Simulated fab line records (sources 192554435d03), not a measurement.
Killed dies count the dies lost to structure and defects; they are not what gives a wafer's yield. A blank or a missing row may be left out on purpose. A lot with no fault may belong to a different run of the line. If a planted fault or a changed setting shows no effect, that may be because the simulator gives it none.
What tool caused it? || flow n5Finfet || 10 lots, 30 wafers sampled, at 6 steps of a route of 1938

== WHAT THE GAUGES READ, wafer by wafer ==
N5_FIN_SAQP_OCD_MEAS_76.
{"lot": "L075", "measured": "day 2 10:01", "on": "ocd-02", "trenchDepthNm (nm)": "122.4 118.5 117.1"}
{"lot": "L077", "measured": "day 2 20:31", "on": "ocd-01", "trenchDepthNm (nm)": "124.1 118.4 123.2"}
{"lot": "L079", "measured": "day 3 09:20", "on": "ocd-01", "trenchDepthNm (nm)": "122.8 117.0 123.2"}
{"lot": "L081", "measured": "day 3 23:18", "on": "ocd-02", "trenchDepthNm (nm)": "115.9 118.5 114.9"}
{"lot": "L083", "measured": "day 4 09:15", "on": "ocd-02", "trenchDepthNm (nm)": "121.4 118.8 118.7"}
{"lot": "L086", "measured": "day 5 04:44", "on": "ocd-02", "trenchDepthNm (nm)": "120.5 116.9 115.2"}
{"lot": "L088", "measured": "day 5 15:40", "on": "ocd-02", "trenchDepthNm (nm)": "113.8 116.4 114.1"}
{"lot": "L090", "measured": "day 6 02:47", "on": "ocd-02", "trenchDepthNm (nm)": "117.4 123.3 118.0"}
{"lot": "L092", "measured": "day 6 15:16", "on": "ocd-02", "trenchDepthNm (nm)": "117.1 116.8 114.0"}
{"lot": "L096", "measured": "day 7 14:47", "on": "ocd-02", "trenchDepthNm (nm)": "115.3 115.6 115.5"}

== WHICH TOOL RAN EACH LOT (tool, then ch and the chambers of the sampled wafers, then the start) ==
{"lot": "L075", "N5_WELL_APT_DESCUM_13": "rieDiel-06 ch 0,2,3, day 1 19:51", "N5_FIN_SAQP_PECVD_06": "pecvd-02 ch 0,1,2, day 2 03:01", "N5_FIN_SAQP_ETCH_52": "rieDiel-06 ch 1,2,3, day 2 03:48", "N5_FIN_SAQP_STRIP_55": "rieDiel-05 ch 0,1,2, day 2 04:05", "N5_FIN_SAQP_MANDREL2_REMOVE_60": "rieSi-04 ch 2,3, day 2 09:22"}
{"lot": "L077", "N5_WELL_APT_DESCUM_13": "rieDiel-06 ch 1,2, day 2 07:40", "N5_FIN_SAQP_PECVD_06": "pecvd-04 ch 0,1, day 2 15:23", "N5_FIN_SAQP_ETCH_52": "rieDiel-06 ch 0,1, day 2 16:12", "N5_FIN_SAQP_STRIP_55": "rieDiel-06 ch 0,2,3, day 2 16:29", "N5_FIN_SAQP_MANDREL2_REMOVE_60": "rieSi-03 ch 0,1,2, day 2 19:51"}
{"lot": "L079", "N5_WELL_APT_DESCUM_13": "rieDiel-06 ch 0,1,3, day 2 19:46", "N5_FIN_SAQP_PECVD_06": "pecvd-01 ch 0,1,2, day 3 04:20", "N5_FIN_SAQP_ETCH_52": "rieDiel-03 ch 0,2,3, day 3 05:16", "N5_FIN_SAQP_STRIP_55": "rieDiel-03 ch 0,2,3, day 3 05:34", "N5_FIN_SAQP_MANDREL2_REMOVE_60": "rieSi-03 ch 1,2, day 3 08:40"}
{"lot": "L081", "N5_WELL_APT_DESCUM_13": "rieDiel-06 ch 0,3, day 3 09:22", "N5_FIN_SAQP_PECVD_06": "pecvd-04 ch 0,2, day 3 17:11", "N5_FIN_SAQP_ETCH_52": "rieDiel-06 ch 0,3, day 3 17:57", "N5_FIN_SAQP_STRIP_55": "rieDiel-06 ch 1,2,3, day 3 18:15", "N5_FIN_SAQP_MANDREL2_REMOVE_60": "rieSi-04 ch 2,3, day 3 22:19"}
{"lot": "L083", "N5_WELL_APT_DESCUM_13": "rieDiel-06 ch 0,1,2, day 3 19:52", "N5_FIN_SAQP_PECVD_06": "pecvd-02 ch 0,1, day 4 03:59", "N5_FIN_SAQP_ETCH_52": "rieDiel-03 ch 0,1,2, day 4 04:44", "N5_FIN_SAQP_STRIP_55": "rieDiel-05 ch 0,3, day 4 05:05", "N5_FIN_SAQP_MANDREL2_REMOVE_60": "rieSi-05 ch 0,1,3, day 4 08:29"}
{"lot": "L086", "N5_WELL_APT_DESCUM_13": "rieDiel-06 ch 0,2,3, day 4 13:58", "N5_FIN_SAQP_PECVD_06": "pecvd-04 ch 1,2, day 4 23:31", "N5_FIN_SAQP_ETCH_52": "rieDiel-05 ch 0,1,2, day 5 00:17", "N5_FIN_SAQP_STRIP_55": "rieDiel-06 ch 1,2, day 5 00:35", "N5_FIN_SAQP_MANDREL2_REMOVE_60": "rieSi-04 ch 0,1,2, day 5 04:04"}
{"lot": "L088", "N5_WELL_APT_DESCUM_13": "rieDiel-03 ch 0,2, day 5 01:57", "N5_FIN_SAQP_PECVD_06": "pecvd-02 ch 0,1, day 5 10:34", "N5_FIN_SAQP_ETCH_52": "rieDiel-05 ch 1,2, day 5 11:20", "N5_FIN_SAQP_STRIP_55": "rieDiel-03 ch 1,2, day 5 11:37", "N5_FIN_SAQP_MANDREL2_REMOVE_60": "rieSi-03 ch 0,2, day 5 15:00"}
{"lot": "L090", "N5_WELL_APT_DESCUM_13": "rieDiel-05 ch 0,2,3, day 5 14:04", "N5_FIN_SAQP_PECVD_06": "pecvd-01 ch 0,2, day 5 22:02", "N5_FIN_SAQP_ETCH_52": "rieDiel-03 ch 0,2,3, day 5 22:40", "N5_FIN_SAQP_STRIP_55": "rieDiel-03 ch 0,1,3, day 5 22:58", "N5_FIN_SAQP_MANDREL2_REMOVE_60": "rieSi-03 ch 0,2,3, day 6 02:07"}
{"lot": "L092", "N5_WELL_APT_DESCUM_13": "rieDiel-06 ch 0,2,3, day 6 01:53", "N5_FIN_SAQP_PECVD_06": "pecvd-02 ch 1,2, day 6 09:30", "N5_FIN_SAQP_ETCH_52": "rieDiel-05 ch 1,2, day 6 10:16", "N5_FIN_SAQP_STRIP_55": "rieDiel-03 ch 2,3, day 6 10:33", "N5_FIN_SAQP_MANDREL2_REMOVE_60": "rieSi-03 ch 1,2,3, day 6 14:16"}
{"lot": "L096", "N5_WELL_APT_DESCUM_13": "rieDiel-06 ch 1,3, day 7 01:56", "N5_FIN_SAQP_PECVD_06": "pecvd-02 ch 1,2, day 7 09:46", "N5_FIN_SAQP_ETCH_52": "rieDiel-05 ch 0,2,3, day 7 10:31", "N5_FIN_SAQP_STRIP_55": "rieDiel-05 ch 0,1,2, day 7 10:49", "N5_FIN_SAQP_MANDREL2_REMOVE_60": "rieSi-04 ch 1,2,3, day 7 14:06"}
- N5_WELL_APT_DESCUM_13: chemistry O2, time 7.9 s.
- N5_FIN_SAQP_PECVD_06: deposits a-Si from SiH4/He, target thk 60 nm, time 48.1 s.
- N5_FIN_SAQP_ETCH_52: etches SOC in N2/H2, target depth 100 nm, overetch 20 nm, time 150 s.
- N5_FIN_SAQP_STRIP_55: strips in N2/H2.
- N5_FIN_SAQP_MANDREL2_REMOVE_60: chemistry HBr/Cl2/O2, target a-Si, stops on SiNx, bt time 10 s.

== THE ANSWER, worked out from the rows above alone ==
Rule: what is usual is taken from the lots themselves. Put in order of their means at a reading, lots are off if they are a third of the lots or fewer, leave a main group of 4 or more, and stand apart from it by a gap of 3 or more times the standard deviation of the main group's means; of several such gaps the widest counts. Not used: any main group whose means are identical at the precision the tables above print for the reading. Also off: a lot with no number at a reading for which 4 or more lots have one. Where the step has rows for the other lots, those lots are counted as sound.
No lot is off on any of the readings shown, so nothing can be concluded from this.

== WHAT HAD BEEN PUT IN BY THE SIMULATOR ==
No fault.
